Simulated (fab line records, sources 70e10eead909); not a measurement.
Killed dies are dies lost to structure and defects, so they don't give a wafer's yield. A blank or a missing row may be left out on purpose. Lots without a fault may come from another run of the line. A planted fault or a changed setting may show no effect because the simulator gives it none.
Problem report in the 8D (eight disciplines) form, filled by code | flow nand_harc | the parts of the form that need people (team, actions taken, sign-off) are left out

1. THE PROBLEM
heater_power_total_W at NHARC_A_CONTACT_SOFTBAKE_03 reads a mean of 185.53 W on 6 wafers of 2 lots; wafers without a fault read 188.44 W with a standard deviation of 0.13. That is -22 standard deviations from the usual mean.
The step: time 55 s.
First seen on wafer L338.2, day 20 21:00, on litho_track-06. The record holds 42 wafers of 14 lots with a number at this step. Rule for "out", or "out of limits": more than 4 standard deviations from the usual mean. The other wafers with a number count as sound.

2. WHAT IT IS AND WHAT IT IS NOT
question                    | is                     | is not
which readings at this step | heater_power_total_W   | -
which lots                  | L338, L342             | L327, L328, L329, L330, L331, L332, L334, L341, L346, L348, L349, L350
which wafers of those lots  | all that have a number | -
read on which tools         | litho_track-06         | litho_track-01, litho_track-04
when                        | from day 20 21:00      | up to then (24 sound wafers); but 12 sound wafers of L346, L348, L349, L350 came after

3. SUSPECTS, AND WHAT RULES EACH OUT
Counting: a tool at a process step up to the reading stays a suspect if it ran every lot that is out and no sound lot after the first of them.
- har_cap_etch-03 at NHARC_A_CONTACT_ETCH_132 (etches the open film in C4F8/O2/Ar, time 156 s, target depth 958 nm): ruled out as a lasting fault. Sound lots L346, L348, L350 ran on it after its first lot that is out, L338 (day 20 16:26).
- litho_track-06 at NHARC_A_CONTACT_SOFTBAKE_03 (time 55 s): kept. It ran every lot that is out, first L338 (day 20 21:00), and no sound lot after that; its last sound lot up to then is L330 (day 17 07:00). Its own readings are out on those wafers: heater_power_total_W.
Left after counting: litho_track-06 at NHARC_A_CONTACT_SOFTBAKE_03.

4. THE CAUSE (what the simulator had put in)
Process parameter drift: litho_track-06, from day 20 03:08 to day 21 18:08, at NHARC_A_CONTACT_SOFTBAKE_03. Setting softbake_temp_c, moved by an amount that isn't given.
Counting left only this tool.

5. THE CHAIN OF EFFECTS, in route order
Each row: a reading whose mean over the struck wafers that have a number lies more than 3 standard deviations from the usual. Only readings for which the record gives a usual standard deviation are gone through. hours: the time from each lot's start at the first step in this table that gives one to its start at this step, as a median over the lots. sigmas: the change in usual standard deviations.
hours | step                        | reading              | usual    | on struck wafers | change | sigmas
0     | NHARC_A_CONTACT_SOFTBAKE_03 | heater_power_total_W | 188.44 W | 185.53           | -2.91  | -22
The process steps in it:
- NHARC_A_CONTACT_SOFTBAKE_03: time 55 s.
Later measuring or inspecting steps at which every struck wafer that the step has a row for has a number for every such reading, and none has moved that far: NHARC_A_CONTACT_OVL_MEAS_09.

6. WHAT WOULD HAVE CAUGHT IT SOONER
In this record the first reading out of limits was taken at day 20 21:00, 18 hours after the fault began at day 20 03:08.
